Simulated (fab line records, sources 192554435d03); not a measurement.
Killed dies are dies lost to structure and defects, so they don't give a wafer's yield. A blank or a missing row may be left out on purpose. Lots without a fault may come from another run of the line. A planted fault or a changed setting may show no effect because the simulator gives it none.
Chamber matching | flow n5_finfet | N5_BEOL_M2_STRIP_36 on rie_diel-02: 4 sister chambers
The step strips in N2/H2. 4 wafers are shown with their chamber, then 10 later ones without.

WAFERS WITH THEIR CHAMBER
wafer  | chamber | drypump_motor_current_A (A)
L089.3 | 1       | 5.9
L089.5 | 2       | 5.6
L091.1 | 3       | 5.3
L091.2 | 0       | 6.8

WAFERS WITHOUT THEIR CHAMBER
wafer  | drypump_motor_current_A (A)
L091.4 | 5.9
L092.2 | 5.3
L092.4 | 5.9
L092.5 | 6.8
L093.1 | 5.6
L093.4 | 5.9
L093.5 | 6.8
L096.3 | 5.3
L096.4 | 6.8
L096.5 | 5.4

WHICH CHAMBER EACH WENT THROUGH
wafer  | from the rows above | in truth
L091.4 | 1                   | 1
L092.2 | 3                   | 3
L092.4 | 1                   | 1
L092.5 | 0                   | 0
L093.1 | 2                   | 2
L093.4 | 1                   | 1
L093.5 | 0                   | 0
L096.3 | 3                   | 3
L096.4 | 0                   | 0
L096.5 | 3                   | 3
Placed correctly: 10 of 10. Can't be placed from these rows: 0. Placed wrongly: 0.
How it was worked out, from the rows above alone: a wafer's distance from a chamber is the root of the sum, over the readings, of the square of ((its reading less the chamber's mean) divided by the reading's scatter). The wafer belongs to the nearest chamber; if the next one is less than 2 further off, it can't be placed. A chamber's mean is the mean of its shown wafers. The scatter: with one shown wafer a chamber, the root of the mean of the squares of how far each hidden wafer lies from its nearest shown one.
